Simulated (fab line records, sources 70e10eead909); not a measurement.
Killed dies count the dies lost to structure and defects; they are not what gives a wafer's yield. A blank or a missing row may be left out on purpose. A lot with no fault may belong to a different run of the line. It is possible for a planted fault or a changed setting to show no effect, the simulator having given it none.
A struck lot beside a sound one | flow nand_harc | 42 out of 1302 route steps
Sound: the wafers L494.1, L494.4, L494.5. Struck: wafers L501.1, L501.3, L501.6. The cause comes at the end.
Per side, at each step with rows, come the tool, then ch with its chambers, and then its first start. Under that, the readings that differ: sound wafers | struck wafers | difference of the means | sigmas: that difference in standard deviations of wafers without a fault.
alike: words and numbers the same on both sides, and readings whose means are apart by under 2 such deviations; not compared: readings that were withheld, readings missing a value for some wafer, numbers with overlapping values and no deviation given by the record, and bounds like >300 which may hide the same value.
Wherever a step has rows on one side only, a row that says differs or no value, or a row with sigmas, the two part there. Numbers that have no deviation but don't overlap get no sigmas and don't part them. A reading missing from all wafers of one side parts the sides only when that side holds two or more wafers.

first, 4 steps without rows for these wafers: NHARC_A_CONTACT_ETCH_49 (etches the open film in N2/H2, target depth 260 nm, time 475.3 s); NHARC_A_CONTACT_ETCH_50 (etches the open film in CF4/CHF3, target depth 121 nm, time 60.5 s); NHARC_A_CONTACT_ETCH_51 (etches the open film in O2/COS, target depth 7000 nm, time 1820 s); NHARC_A_CONTACT_ETCH_111 (etches the open film in C4F8/O2/Ar, time 140 s, target depth 700 nm).
NHARC_A_CONTACT_ETCH_112: etches the open film in C4F8/O2/Ar, time 190 s, target depth 1850 nm.
  sound on har_cap_etch-03 ch 0,1, day 21 20:47; struck on har_cap_etch-03 ch 0,1, day 24 13:54
  not compared: rf_hours_counter_h
NHARC_A_CONTACT_ETCH_113: etches the open film in C4F8/O2/Ar, time 190 s, target depth 1850 nm.
  sound on har_cap_etch-03 ch 0,1, day 21 20:58; struck on har_cap_etch-03 ch 0,1, day 24 14:04
  not compared: rf_hours_counter_h
then, 1 step without rows for these wafers: NHARC_A_CONTACT_ETCH_114 (etches the open film in C4F8/O2/Ar, time 190 s, target depth 1850 nm).
NHARC_A_CONTACT_ETCH_115: etches the open film in C4F8/O2/Ar, time 190 s, target depth 1850 nm.
  sound on har_cap_etch-03 ch 0,1, day 21 21:18; struck on har_cap_etch-03 ch 0,1, day 24 14:25
  not compared: rf_hours_counter_h
then, 2 steps without rows for these wafers: NHARC_A_CONTACT_ETCH_116 (etches the open film in C4F8/O2/Ar, time 190 s, target depth 1850 nm); NHARC_A_CONTACT_ETCH_117 (etches the open film in C4F8/O2/Ar, time 190 s, target depth 1850 nm).
NHARC_A_CONTACT_ETCH_118: etches the open film in C4F8/O2/Ar, time 190 s, target depth 1850 nm.
  sound on har_cap_etch-03 ch 0,1, day 21 21:49; struck on har_cap_etch-03 ch 0,1, day 24 14:55
  not compared: rf_hours_counter_h
then, 1 step without rows for these wafers: NHARC_A_CONTACT_ETCH_119 (etches the open film in C4F8/O2/Ar, time 190 s, target depth 1850 nm).
NHARC_A_CONTACT_ETCH_120: etches the open film in C4F8/O2/Ar, time 190 s, target depth 1850 nm.
  sound on har_cap_etch-03 ch 0,1, day 21 22:09; struck on har_cap_etch-03 ch 0,1, day 24 15:16
  not compared: rf_hours_counter_h
then, 1 step without rows for these wafers: NHARC_A_CONTACT_ETCH_121 (etches the open film in C4F8/O2/Ar, time 190 s, target depth 1850 nm).
NHARC_A_CONTACT_ETCH_122: etches the open film in C4F8/O2/Ar, time 190 s, target depth 1850 nm.
  sound on har_cap_etch-03 ch 0,1, day 21 22:30; struck on har_cap_etch-03 ch 0,1, day 24 15:37
  not compared: rf_hours_counter_h
then, 3 steps without rows for these wafers: NHARC_A_CONTACT_ETCH_123 (etches the open film in C4F8/O2/Ar, time 490 s, target depth 2110 nm); NHARC_A_CONTACT_ETCH_90 (etches the open film in CH3F/O2, target depth 40 nm, time 85.7 s); NHARC_A_CONTACT_ETCH_96 (etches the open film in C4F6/O2, target depth 20 nm, time 10 s).
NHARC_A_CONTACT_CD_MEAS_53:
  struck on cd_sem-03, day 24 16:58; sound on cd_sem-03, day 21 23:50
  alike: cd_nm
then, 18 steps without rows for these wafers: NHARC_A_CONTACT_STRIP_99 (strips in N2/H2); NHARC_A_CONTACT_STRIP_100 (strips in CF4/CHF3); NHARC_A_CONTACT_STRIP_101 (strips in O2/COS); NHARC_A_CONTACT_ETCH_102 (etches the open film in CF4/O2, target depth 100 nm, overetch 10 nm, time 55 s); NHARC_A_CONTACT_STRIP_55 (strips in O2); NHARC_A_CONTACT_STRIP_56 (strips in post etch residue remover, time 600 s); NHARC_A_CONTACT_DEP_57 (deposits aC, target thk 5300 nm); NHARC_A_CONTACT_DEP_58 (deposits SiON, target thk 90 nm); NHARC_A_CONTACT_DEHYDRATE_59 (time 120 s); NHARC_A_CONTACT_HMDS_60 (time 30 s); NHARC_A_CONTACT_COAT_61 (time 75 s); NHARC_A_CONTACT_COAT_62 (time 65 s); NHARC_A_CONTACT_COAT_63 (resist thk 90 nm); NHARC_A_CONTACT_SOFTBAKE_64 (time 55 s); NHARC_A_CONTACT_EBR_65; NHARC_A_CONTACT_EXPOSE_66 (exposes mask A CC 2); NHARC_A_CONTACT_PEB_67 (peb time 65 s); NHARC_A_CONTACT_DEVELOP_68 (develop time 35 s).
NHARC_A_CONTACT_CD_MEAS_69 targets a cd of 300 nm.
  sound on cd_sem-02 ch 0, day 22 04:38; struck on cd_sem-03 ch 0, day 24 22:36
  alike: cd_nm
NHARC_A_CONTACT_OVL_MEAS_70:
  struck on overlay-01, day 24 22:41; sound on overlay-01, day 22 04:43
  alike: overlay_x_nm, overlay_y_nm
then, 2 steps without rows for these wafers: NHARC_A_CONTACT_DESCUM_74 (chemistry O2, time 3 s); NHARC_A_CONTACT_ETCH_75 (etches the open film in CF4, target depth 39 nm, time 65 s).
-- break in the record here, with 3 days between the starts of the struck wafers on either side (left off in module A_CONTACT, picked up again in module END, where the first step shown is number 1302 on the route) --
NHARC_END_SORT_01:
  sound on prober-01 ch 0, day 24 13:59; struck on prober-01 ch 0, day 27 14:58
  reading         | sound    | struck      | difference | sigmas
  killed_at_array | 58 69 55 | 104 106 130 | +53        | +4
  killed_dies     | 65 74 60 | 111 117 138 | +56        | +4
  alike: killed_at_other, killed_at_periphery, killed_open, killed_short

## WHERE THEY PART
At NHARC_END_SORT_01 and nowhere else, as far as this record goes.

WHY: what had been put in by the simulator
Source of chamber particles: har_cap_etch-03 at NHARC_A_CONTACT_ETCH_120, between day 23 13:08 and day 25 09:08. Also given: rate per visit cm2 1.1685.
